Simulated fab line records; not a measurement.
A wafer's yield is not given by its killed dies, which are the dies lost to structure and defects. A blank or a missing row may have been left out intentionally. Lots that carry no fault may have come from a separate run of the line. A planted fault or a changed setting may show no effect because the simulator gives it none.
Chamber matching ; flow nandHarc ; 3 sister chambers for NHARC_A_STAIRCASE_DEP_151 on pecvd-04
The step deposits SiO2, target thk 7200 nm. 14 wafers are shown with their chamber, then 7 later ones without.

== WAFERS, EACH WITH ITS CHAMBER ==
wafer;chamber;mfcPrecursorSccm (sccm);heaterPowerW (W)
L076.1;0;199.8;699
L076.2;1;200.4;693
L076.5;1;200.8;570
L078.1;1;200.7;653
L078.3;0;200.2;724
L078.5;2;199.9;599
L080.1;1;200.6;684
L080.3;0;199.5;694
L080.5;2;200.0;590
L088.4;1;200.4;541
L088.5;2;200.8;585
L088.6;0;199.8;573
L089.1;1;200.5;672
L089.3;2;199.8;718

SIGNATURES (means of the wafers above)
reading;chamber 0;chamber 1;chamber 2;scatter within a chamber
mfcPrecursorSccm;199.825;200.567;200.125;0.303
heaterPowerW;672.50;635.50;623.00;64.9
Rule: distance of a wafer from a chamber = root of the sum over the readings of ((wafer's reading minus chamber's mean) / reading's scatter) squared. The wafer belongs to the nearest chamber; if the next one is less than 2 further off, it can't be placed. The scatter: take each reading less its chamber's mean, square it, sum over the shown wafers, divide by the number of wafers less the number of chambers, and take the root.

== WAFERS WITHOUT THEIR CHAMBER ==
wafer;mfcPrecursorSccm (sccm);heaterPowerW (W)
L089.6;200.3;551
L092.1;199.8;747
L092.2;200.8;576
L092.3;200.4;633
L096.1;199.9;645
L096.2;200.9;600
L096.6;200.3;545

== THE CHAMBER EACH PASSED THROUGH ==
wafer;from the rows above;in truth
L089.6;can't be placed: 2 or 1 or 0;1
L092.1;can't be placed: 0 or 2 or 1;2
L092.2;can't be placed: 1 or 2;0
L092.3;can't be placed: 1 or 2 or 0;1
L096.1;can't be placed: 0 or 2 or 1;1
L096.2;can't be placed: 1 or 2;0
L096.6;can't be placed: 2 or 1 or 0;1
Correct placement for 0 of the 7. Unplaceable from these rows: 7, with the true chamber sitting among the candidates in 5. Wrongly placed: 0.
